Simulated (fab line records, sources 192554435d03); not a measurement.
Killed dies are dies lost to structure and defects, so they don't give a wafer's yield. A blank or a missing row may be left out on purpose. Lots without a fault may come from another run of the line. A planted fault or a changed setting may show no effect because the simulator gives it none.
fab line records | flow n5_finfet
record lots=7 wafers=20 last_day=18
route steps=1938 shown BEOL_M5@1117 PASSIVATION@1936
lots that met no fault: from a run of the same line without faults
start_h: hours from the record's first day to the start of the lot's first wafer shown | wait_h: hours since the lot's step before | " the same as in the row above | L1.1+2: a row that stands for several wafers | - no value, or no start given | * or withheld: withheld | < > ~ a bound
route shown NAME@n: a module of which the file shows steps, and the number in the route of the first | usual: mean/standard deviation of fault-free wafers | same: alike in all rows | chamber/n: place in a boat | sites: the reading at each site | _std_site: their standard deviation | _edge_site: outer sites' mean less inner sites' | radius_mm: how far each site lies from the wafer's centre | mask NAME#n: copy n | behind: the tool/chamber that last shaped the wafer | hold: why the lot was held/for how many hours/how that ended | device: the transistor (n, p or np) that didn't switch | end of line: the same wafers' tests at the end of the route | a step without rows: its recipe alone | killed: dies lost to structure and defects at the first sort, not the wafer's yield | map: a wafer's dies, x killed, . not, _ none there
set.NAME: the setting as run; set.NAME@STEP: as run at that earlier step | model.NAME: the simulator's own value behind a step, which no gauge read
lots at some steps of the route; a table a step, a row a wafer
services: from which hour (start_h, from the record's first day; less than 0 if before it) a tool's chamber was out of use, for how many hours, and why
## steps
# step N5_BEOL_M5_COAT_59
# recipe resist=SOC temp_c=250 time_s=60 spin_rpm=1500 resist_thk_nm=60
# step N5_BEOL_M5_COAT_60
# recipe resist=SiARC temp_c=220 time_s=60 spin_rpm=1500 resist_thk_nm=12
# step N5_BEOL_M5_COAT_71
# recipe resist=underlayer temp_c=205 time_s=60 spin_rpm=1500 resist_thk_nm=5
# step N5_BEOL_M5_COAT_05
# recipe resist=CAR-EUV spin_rpm=1500 resist_thk_nm=30
# step N5_BEOL_M5_EBR_07
# recipe solvent=PGMEA ebr_width_mm=1.5
# step N5_BEOL_M5_SOFTBAKE_06
# recipe temp_c=110 time_s=60 resist=CAR-EUV
# step N5_BEOL_M5_EXPOSE_08
# recipe mask_id=M5 na=0.33 source_shape=annular sigma_inner=0.4 sigma_outer=0.8 polarization=unpolarized target_cd_nm=28 dose_mj=35.75
# step N5_BEOL_M5_PEB_09
# recipe peb_temp_c=100 peb_time_s=60 resist=CAR-EUV
# step N5_BEOL_M5_DEVELOP_10
# recipe develop_time_s=30 developer=TMAH resist=CAR-EUV rinse_liquid=surfactant_rinse dry=air_spin dev_temp_c=23
# step N5_BEOL_M5_CD_MEAS_11
# recipe target_cd_nm=27.74 landing_energy_ev=500 detector=se_inlens
# usual cd_nm=28.01/0.27
# columns lot.wafer tool chamber start_h wait_h cd_nm
L886.3 cd_sem-01 0 213.71 - 27.92
L886.5 " 0 " " 28.50
L886.6 " 0 " " 28.17
L887.1 cd_sem-03 0 217.05 - 27.77
L887.2 " 0 " " 27.90
L887.4 " 0 " " 27.91
L892.3 cd_sem-01 0 240.89 - 28.27
L892.5 " 0 " " 28.24
L892.6 " 0 " " 28.41
L894.1 cd_sem-01 0 250.32 - 27.69
L894.2 " 0 " " 27.91
L894.3 " 0 " " 27.98
L899.3 cd_sem-01 0 284.00 - 27.65
L899.4 " 0 " " 28.33
L904.1 cd_sem-02 0 311.44 - 27.92
L904.5 " 0 " " 27.93
L904.6 " 0 " " 28.16
L903.1 cd_sem-02 0 320.76 - 27.86
L903.5 " 0 " " 28.55
L903.6 " 0 " " 27.92
# step N5_BEOL_M5_OVL_MEAS_12
# recipe points_per_wafer=522
# usual M5_OVL=0.4/0.81
# columns lot.wafer tool chamber start_h wait_h M5_OVL[nm]
L886.3 overlay-02 0 213.75 0.0 0.1
L886.5 " 0 " " -0.5
L886.6 " 0 " " -0.6
L887.1 overlay-01 0 217.08 0.0 0.3
L887.2 " 0 " " 1.0
L887.4 " 0 " " -0.1
L892.3 overlay-01 0 240.93 0.0 0.7
L892.5 " 0 " " 0.4
L892.6 " 0 " " -0.3
L894.1 overlay-01 0 250.35 0.0 1.7
L894.2 " 0 " " 1.8
L894.3 " 0 " " 1.0
L899.3 overlay-01 0 284.04 0.0 0.5
L899.4 " 0 " " 0.9
L904.1 overlay-02 0 311.47 0.0 2.6
L904.5 " 0 " " 1.7
L904.6 " 0 " " 0.4
L903.1 overlay-01 0 320.79 0.0 -0.3
L903.5 " 0 " " -0.9
L903.6 " 0 " " 0.6
# step N5_BEOL_M5_INSPECT_13
# recipe mode=adi inspect_instrument=brightfield
# usual raw_defect_count=414/110
# columns lot.wafer tool chamber start_h wait_h raw_defect_count
L886.3 defect_inspect-01 - 213.80 0.0 382
L886.5 " - " " 498
L886.6 " - " " 450
L887.1 defect_inspect-02 - 217.14 0.1 377
L887.2 " - " " 371
L887.4 " - " " 408
L892.3 defect_inspect-02 - 240.98 0.0 306
L892.5 " - " " 367
L892.6 " - " " 428
L894.1 defect_inspect-02 - 250.40 0.1 359
L894.2 " - " " 522
L894.3 " - " " 470
L899.3 defect_inspect-02 - 284.09 0.0 363
L899.4 " - " " 325
L904.1 defect_inspect-02 - 311.53 0.1 752
L904.5 " - " " 981
L904.6 " - " " 484
L903.1 defect_inspect-02 - 320.85 0.1 470
L903.5 " - " " 480
L903.6 " - " " 427
# step N5_BEOL_M5_DESCUM_16
# recipe chemistry=O2 time_s=7 source_power_w=50 bias_power_w=20 pressure_mtorr=20 rf_frequency_hz=2.712e+07 temp_c=40 resist=CAR-EUV o2_flow_sccm=225
# usual drypump_motor_current_A=5.82/0.23 oes_product_au=0.78/0.088 rf_vpp_V=243.0/1.2 showerhead_plenum_p_Torr=2.09/0.05 throttle_valve_pct=20.5/0.31
# columns lot.wafer tool chamber start_h wait_h drypump_motor_current_A oes_product_au rf_hours_counter_h rf_vpp_V showerhead_plenum_p_Torr throttle_valve_pct model.CAR-EUV_of_BEOL_M5_COAT_05.thk_nm model.BEOL_M5.cd_nm
L886.3 rie_diel-01 1 213.83 0.0 6.25 0.72 191 244.6 2.18 21.1 26 28.2
L886.5 " 1 " " 6.23 0.73 - 244.4 2.18 21.1 26.2 28.4
L886.6 " 0 " " 5.64 0.89 - 242.8 2.10 19.9 26 27.8
L887.1 rie_diel-01 0 217.17 0.0 5.67 0.88 55 244.3 2.10 19.9 26.2 27.8
L887.2 " 1 " " 6.21 0.73 193 245.6 2.18 21.1 26.2 28.2
L887.4 " 0 " " 5.65 0.88 - 243.2 2.10 19.9 26.2 27.8
L892.3 rie_diel-06 3 241.13 0.2 5.88 0.89 22 243.6 2.05 20.6 26 28
L892.5 " 1 " " 5.71 0.67 - 245.3 2.17 20.8 26 28.4
L892.6 " 2 " " 5.98 0.71 - 243.2 2.07 20.3 25.8 28.2
L894.1 rie_diel-01 3 250.70 0.3 5.55 0.70 216 243.3 2.08 20.3 26 27.8
L894.2 " 0 " " 5.67 0.87 66 243.7 2.09 20.0 26 27.6
L894.3 " 2 " " 5.61 0.89 46 242.6 2.06 20.5 26 27.8
L899.3 rie_diel-01 3 284.12 0.0 5.54 0.69 226 242.9 2.08 20.4 27.6 27.6
L899.4 " 0 " " 5.69 0.86 77 242.8 2.09 20.0 26.2 27.8
L904.1 rie_diel-01 2 311.57 0.0 5.60 0.87 64 242.8 2.05 20.6 26.2 28.2
L904.5 " 3 " " 5.56 0.68 - 242.1 2.08 20.4 27.6 27.8
L904.6 " 0 " " 5.66 0.84 - 243.4 2.09 20.0 26.2 28.4
L903.1 rie_diel-01 0 320.89 0.0 5.65 0.84 87 243.9 2.09 20.0 26.2 28
L903.5 " 3 " " 5.54 0.68 - 242.3 2.08 20.4 27.6 28
L903.6 " 0 " " 5.66 0.84 - 243.2 2.09 20.0 26.2 28.2
# step N5_BEOL_M5_ETCH_72
# recipe chemistry=N2/H2 target=underlayer target_depth_a=65 mask_material=CAR-EUV time_s=5.2 ion_energy_ev=200 pressure_mtorr=30 source_w=840 bias_w=150 n2_flow_sccm=200 h2_flow_sccm=200 ends=cleared
# usual bias_w=150.1/0.47 drypump_motor_current_A=5.83/0.22 etch_rf_on_time_s=5.21/0.11 oes_product_au=0.66/0.074 rf_vpp_V=523.8/2.3 showerhead_plenum_p_Torr=2.54/0.064 throttle_valve_pct=17.9/0.3
# columns lot.wafer tool chamber start_h wait_h bias_w drypump_motor_current_A etch_rf_on_time_s oes_product_au rf_hours_counter_h rf_vpp_V showerhead_plenum_p_Torr throttle_valve_pct
L886.3 rie_diel-01 1 213.87 0.0 150.3 6.25 5.21 0.61 191 526.1 2.63 18.4
L886.5 " 1 " " 149.8 6.23 5.29 0.61 - 525.9 2.63 18.4
L886.6 " 0 " " 149.4 5.72 5.19 0.75 - 526.7 2.55 17.3
L887.1 rie_diel-01 0 217.21 0.0 149.8 5.71 5.12 0.74 55 523.4 2.55 17.3
L887.2 " 1 " " 149.6 6.24 5.36 0.61 193 526.7 2.63 18.4
L887.4 " 0 " " 149.4 5.68 5.17 0.74 - 527.9 2.55 17.3
L892.3 rie_diel-06 3 241.17 0.0 149.7 5.91 4.98 0.78 22 523.7 2.50 18.1
L892.5 " 1 " " 151.0 5.74 5.19 0.59 - 525.5 2.63 18.2
L892.6 " 2 " " 149.7 6.02 5.25 0.61 - 523.1 2.53 17.9
L894.1 rie_diel-01 3 250.74 0.0 149.5 5.56 5.22 0.59 216 520.9 2.51 17.7
L894.2 " 0 " " 150.2 5.65 5.15 0.74 66 524.8 2.55 17.3
L894.3 " 2 " " 150.0 5.63 5.09 0.76 46 522.8 2.48 17.8
L899.3 rie_diel-01 3 284.16 0.0 150.7 5.55 5.32 0.58 226 523.5 2.50 17.7
L899.4 " 0 " " 150.0 5.67 5.15 0.71 77 524.8 2.54 17.3
L904.1 rie_diel-01 2 311.60 0.0 150.7 5.63 5.09 0.75 64 523.0 2.47 17.8
L904.5 " 3 " " 150.2 5.54 5.25 0.58 - 522.5 2.50 17.7
L904.6 " 0 " " 150.5 5.69 5.18 0.71 - 524.3 2.54 17.3
L903.1 rie_diel-01 0 320.92 0.0 150.7 5.68 5.14 0.72 87 525.6 2.54 17.4
L903.5 " 3 " " 148.9 5.56 5.21 0.58 - 524.5 2.50 17.7
L903.6 " 0 " " 150.8 5.71 5.13 0.72 - 523.6 2.54 17.4
# step N5_BEOL_M5_ETCH_61
# recipe chemistry=CF4 target=SiARC target_depth_a=156 mask_material=CAR-EUV time_s=26 ion_energy_ev=80 pressure_mtorr=40 source_w=545 bias_w=36 Ar_flow_sccm=100 cf4_flow_sccm=100 ends=cleared
# usual bias_w=35.99/0.099 drypump_motor_current_A=5.82/0.22 etch_rf_on_time_s=25.9/0.55 oes_product_au=0.66/0.074 rf_vpp_V=184.2/0.97 showerhead_plenum_p_Torr=2.14/0.051 throttle_valve_pct=15.65/0.24
# columns lot.wafer tool chamber start_h wait_h bias_w drypump_motor_current_A etch_rf_on_time_s oes_product_au rf_hours_counter_h rf_vpp_V showerhead_plenum_p_Torr throttle_valve_pct model.BEOL_M5.cd_nm
L886.3 rie_diel-01 1 213.88 0.0 35.95 6.21 26.1 0.62 191 186.8 2.21 16.07 28.4
L886.5 " 1 " " 36.11 6.21 26.2 0.62 - 186.3 2.21 16.09 28.4
L886.6 " 0 " " 35.96 5.66 25.4 0.76 - 183.4 2.17 15.30 27.8
L887.1 rie_diel-01 0 217.22 0.0 36.13 5.64 25.8 0.75 55 185.4 2.17 15.31 27.8
L887.2 " 1 " " 35.99 6.23 26.4 0.62 193 184.0 2.21 16.09 28
L887.4 " 0 " " 35.88 5.66 26.0 0.74 - 185.2 2.17 15.32 27.8
L892.3 rie_diel-06 3 241.18 0.0 35.99 5.89 24.6 0.78 22 183.5 2.10 15.72 27.8
L892.5 " 1 " " 35.96 5.72 25.7 0.59 - 185.7 2.20 15.93 28.4
L892.6 " 2 " " 36.04 6.00 26.0 0.61 - 184.9 2.13 15.65 28
L894.1 rie_diel-01 3 250.76 0.0 36.05 5.57 26.4 0.59 216 183.8 2.12 15.53 28
L894.2 " 0 " " 35.97 5.66 25.8 0.74 66 183.4 2.17 15.34 27.6
L894.3 " 2 " " 35.83 5.61 25.9 0.77 46 183.3 2.08 15.42 27.8
L899.3 rie_diel-01 3 284.18 0.0 36.05 5.55 26.5 0.58 226 183.5 2.11 15.53 27.2
L899.4 " 0 " " 35.96 5.67 25.7 0.73 77 184.2 2.16 15.37 27.6
L904.1 rie_diel-01 2 311.62 0.0 36.04 5.60 25.6 0.74 64 183.2 2.07 15.46 28.4
L904.5 " 3 " " 36.04 5.55 26.3 0.58 - 183.5 2.11 15.56 27.8
L904.6 " 0 " " 35.85 5.68 25.9 0.72 - 185.7 2.16 15.37 28.4
L903.1 rie_diel-01 0 320.94 0.0 36.07 5.68 25.7 0.71 87 184.7 2.16 15.36 27.8
L903.5 " 3 " " 36.04 5.56 26.2 0.58 - 185.2 2.11 15.55 28
L903.6 " 0 " " 35.85 5.66 25.6 0.72 - 184.8 2.16 15.38 28
# step N5_BEOL_M5_ETCH_62
# recipe chemistry=N2/H2 target=SOC target_depth_a=750 overetch_a=150 mask_material=SiARC temp_c=40 time_s=112.5 ion_energy_ev=200 pressure_mtorr=30 source_w=840 bias_w=150 n2_flow_sccm=200 h2_flow_sccm=200
# usual bias_w=150.0/0.48 drypump_motor_current_A=5.83/0.22 oes_product_au=0.61/0.065 rf_vpp_V=523.8/1.7 showerhead_plenum_p_Torr=2.54/0.064 throttle_valve_pct=17.9/0.3
# columns lot.wafer tool chamber start_h wait_h bias_w drypump_motor_current_A oes_product_au rf_hours_counter_h rf_vpp_V showerhead_plenum_p_Torr throttle_valve_pct
L886.3 rie_diel-01 1 213.91 0.0 149.7 6.24 0.57 192 527.1 2.63 18.3
L886.5 " 1 " " 149.4 6.24 0.58 - 527.5 2.63 18.3
L886.6 " 0 " " 150.5 5.65 0.70 - 524.3 2.55 17.3
L887.1 rie_diel-01 0 217.25 0.0 150.0 5.72 0.69 55 525.5 2.55 17.3
L887.2 " 1 " " 150.2 6.24 0.58 193 525.4 2.63 18.3
L887.4 " 0 " " 149.6 5.67 0.69 - 524.5 2.55 17.3
L892.3 rie_diel-06 3 241.21 0.0 150.2 5.90 0.69 22 521.6 2.50 18.1
L892.5 " 1 " " 150.0 5.74 0.55 - 525.6 2.63 18.2
L892.6 " 2 " " 150.0 6.00 0.57 - 523.8 2.53 17.8
L894.1 rie_diel-01 3 250.78 0.0 149.4 5.55 0.55 216 522.5 2.51 17.7
L894.2 " 0 " " 149.6 5.63 0.67 66 525.0 2.55 17.3
L894.3 " 2 " " 149.8 5.62 0.71 46 522.4 2.48 17.7
L899.3 rie_diel-01 3 284.20 0.0 150.0 5.55 0.55 226 522.3 2.50 17.7
L899.4 " 0 " " 150.0 5.66 0.67 77 524.1 2.54 17.3
L904.1 rie_diel-01 2 311.65 0.0 148.6 5.63 0.68 64 524.1 2.47 17.8
L904.5 " 3 " " 149.6 5.57 0.55 - 522.6 2.50 17.7
L904.6 " 0 " " 149.4 5.68 0.66 - 522.6 2.54 17.3
L903.1 rie_diel-01 0 320.97 0.0 150.3 5.66 0.66 87 523.4 2.54 17.3
L903.5 " 3 " " 150.6 5.57 0.54 - 522.9 2.50 17.7
L903.6 " 0 " " 150.3 5.69 0.66 - 524.6 2.54 17.3
# step N5_PASSIVATION_PROBE_49
# usual defect_limited_yield=91.0/1.4 killed_at_M0_to_M3=36/10 killed_at_M4_up=15/5 killed_at_contacts=12/6.1 killed_at_front_end=40/13 killed_at_other=3.8/2.9 killed_dies=106/16 killed_open=68/12 killed_short=35/8.2 sort_bin_5_function=5.2/0.9 sort_bin_6_memory=3.4/0.71 sort_n_pass=1073/17 sort_yield_pct=91.0/1.5
# same gross_dies=1180 killed_at_back_side=0 sort_bin_4_leakage[%]=0 sort_bin_8_speed[%]=0
# columns lot.wafer tool chamber start_h wait_h defect_limited_yield[%] killed_at_M0_to_M3 killed_at_M4_up killed_at_contacts killed_at_front_end killed_at_other killed_dies killed_open killed_short sort_bin_5_function[%] sort_bin_6_memory[%] sort_n_pass sort_yield_pct[%]
L887.1 prober-01 - 335.47 0.0 89.4 54 24 9 35 3 125 71 45 6.2 3.0 1055 89.4
L887.2 prober-01 - 335.52 0.1 91.9 23 15 12 39 6 95 60 31 4.3 3.4 1085 91.9
L887.4 prober-01 - 335.62 0.2 91.1 35 10 16 35 9 105 64 34 5.1 3.1 1075 91.1
L894.3 prober-02 - 364.52 0.1 91.9 54 11 10 20 1 96 56 38 5.3 2.8 1084 91.9
# killed by level:class
L887.1 BEOL_M0_SAQP:geometric_particle:open=18 BEOL_M0_SAQP:geometric_particle:short=16 BEOL_M4:geometric_particle:open=14 FIN_SAQP:geometric_particle:short=11 BEOL_M3:geometric_particle:open=7 BEOL_M2:geometric_particle:open=6 FIN_SAQP:geometric_particle:open=5 MOL_CONTACT_COAG:geometric_particle:open=5
L887.2 BEOL_M0_SAQP:geometric_particle:open=8 FIN_SAQP:geometric_particle:open=8 STI_FIN_REVEAL:geometric_particle:open=8 MOL_CONTACT_COAG:geometric_particle:open=8 FIN_SAQP:geometric_particle:short=7 BEOL_M2:geometric_particle:open=7 BEOL_M0_SAQP:geometric_particle:short=5 STARTING-WAFER:geometric_particle:open=5
L887.4 FIN_SAQP:geometric_particle:short=10 MOL_CONTACT_COAG:geometric_particle:open=9 FIN_SAQP:geometric_particle:open=8 BEOL_M0_SAQP:geometric_particle:open=7 BEOL_M3:geometric_particle:open=7 MOL_CONTACT_COAG:geometric_particle:short=6 STI_FIN_REVEAL:geometric_particle:open=5 BEOL_M0_SAQP:geometric_particle:short=5
L894.3 BEOL_M0_SAQP:geometric_particle:short=15 BEOL_M2:geometric_particle:open=10 MOL_CONTACT_COAG:geometric_particle:open=9 BEOL_M0_SAQP:geometric_particle:open=9 BEOL_M1:geometric_particle:open=8 BEOL_M3:geometric_particle:open=5 ILD0:geometric_particle:short=3 BEOL_M1:geometric_particle:short=3
## services
# columns tool chamber start_h hours kind
rie_diel-01 2 193.75 29.0 repair
rie_diel-06 - 256.20 0.5 repair
rie_diel-01 1 284.52 11.2 repair
rie_diel-06 1 295.03 8.2 repair
rie_diel-06 1 311.64 - clean
rie_diel-06 1 311.64 - consumable_replace:focus_ring
rie_diel-06 1 311.64 15.2 scheduled_down
rie_diel-06 1 311.64 15.2 vent_cycle
## key
first_sign none at tools or gauges
model_effect step=N5_BEOL_M5_DESCUM_16 value=CAR-EUV_of_BEOL_M5_COAT_05.thk_nm without=26.2 struck=27.6
model_effect step=N5_BEOL_M5_ETCH_61 value=BEOL_M5.cd_nm without=28.07 struck=27.67
met_at N5_BEOL_M5_DESCUM_16
struck_wafers L899.3,L903.5,L904.5
onset_between 250.70 284.12
fault kind=process_parameter_drift tool=rie_diel-01 chamber=- onset_h=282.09 steps=N5_BEOL_M5_DESCUM_16 channel=time_s offset=* shape=step end_h=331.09 scope=struck_wafers_only acts_in=* stated=*
